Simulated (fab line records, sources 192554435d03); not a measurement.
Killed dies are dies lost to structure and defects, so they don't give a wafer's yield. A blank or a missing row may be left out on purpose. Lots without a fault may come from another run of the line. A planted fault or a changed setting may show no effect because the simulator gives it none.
Chamber matching | flow n5_finfet | N5_HKMG_FIN_STRIP_90 on rie_diel-03: 4 sister chambers
The step strips SOC in N2/H2, time 20 s. 18 wafers are shown with their chamber, then 9 later ones without.

WAFERS WITH THEIR CHAMBER
wafer  | chamber | drypump_motor_current_A (A) | throttle_valve_pct (%) | oes_product_au (a.u.)
L077.4 | 0       | 5.8                         | 18.9                   | 0.68
L077.5 | 1       | 6.3                         | 19.0                   | 0.84
L077.6 | 2       | 5.4                         | 18.9                   | 0.72
L078.1 | 0       | 5.8                         | 18.8                   | 0.67
L078.2 | 1       | 6.3                         | 19.0                   | 0.84
L078.6 | 1       | 6.3                         | 19.0                   | 0.83
L083.1 | 3       | 5.5                         | 19.6                   | 0.97
L083.2 | 2       | 5.3                         | 18.9                   | 0.70
L083.4 | 1       | 6.3                         | 19.0                   | 0.82
L087.3 | 2       | 5.4                         | 19.0                   | 0.69
L087.5 | 0       | 5.8                         | 18.9                   | 0.66
L087.6 | 1       | 6.4                         | 19.0                   | 0.81
L085.1 | 2       | 5.3                         | 19.0                   | 0.69
L085.3 | 3       | 5.5                         | 19.6                   | 0.94
L085.4 | 0       | 5.8                         | 18.9                   | 0.66
L086.2 | 2       | 5.4                         | 19.0                   | 0.69
L086.4 | 3       | 5.5                         | 19.6                   | 0.94
L086.6 | 1       | 6.3                         | 19.0                   | 0.81

SIGNATURES (means of the wafers above)
reading                 | chamber 0 | chamber 1 | chamber 2 | chamber 3 | scatter within a chamber
drypump_motor_current_A | 5.800     | 6.317     | 5.360     | 5.500     | 0.0381
throttle_valve_pct      | 18.875    | 19.000    | 18.960    | 19.600    | 0.0373
oes_product_au          | 0.6675    | 0.8250    | 0.6980    | 0.9500    | 0.0134
Rule: a wafer's distance from a chamber is the root of the sum, over the readings, of the square of ((its reading less the chamber's mean) divided by the reading's scatter). The wafer belongs to the nearest chamber; if the next one is less than 2 further off, it can't be placed. The scatter: the root of (the sum of the squares of (reading less its chamber's mean) over the shown wafers, divided by (wafers less chambers)).

WAFERS WITHOUT THEIR CHAMBER
wafer  | drypump_motor_current_A (A) | throttle_valve_pct (%) | oes_product_au (a.u.)
L088.1 | 5.5                         | 19.6                   | 0.93
L088.5 | 5.5                         | 19.6                   | 0.93
L088.6 | 5.8                         | 18.9                   | 0.66
L090.2 | 6.4                         | 19.0                   | 0.80
L090.4 | 5.5                         | 19.6                   | 0.92
L090.5 | 5.3                         | 19.0                   | 0.68
L096.4 | 5.8                         | 18.5                   | 0.97
L096.5 | 5.8                         | 18.5                   | 0.98
L096.6 | 6.3                         | 19.0                   | 0.79

WHICH CHAMBER EACH WENT THROUGH
wafer  | from the rows above | in truth
L088.1 | 3                   | 3
L088.5 | 3                   | 3
L088.6 | 0                   | 0
L090.2 | 1                   | 1
L090.4 | 3                   | 3
L090.5 | 2                   | 2
L096.4 | 1                   | 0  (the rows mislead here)
L096.5 | 1                   | 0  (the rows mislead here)
L096.6 | 1                   | 1
Placed correctly: 7 of 9. Can't be placed from these rows: 0. Placed wrongly: 2.
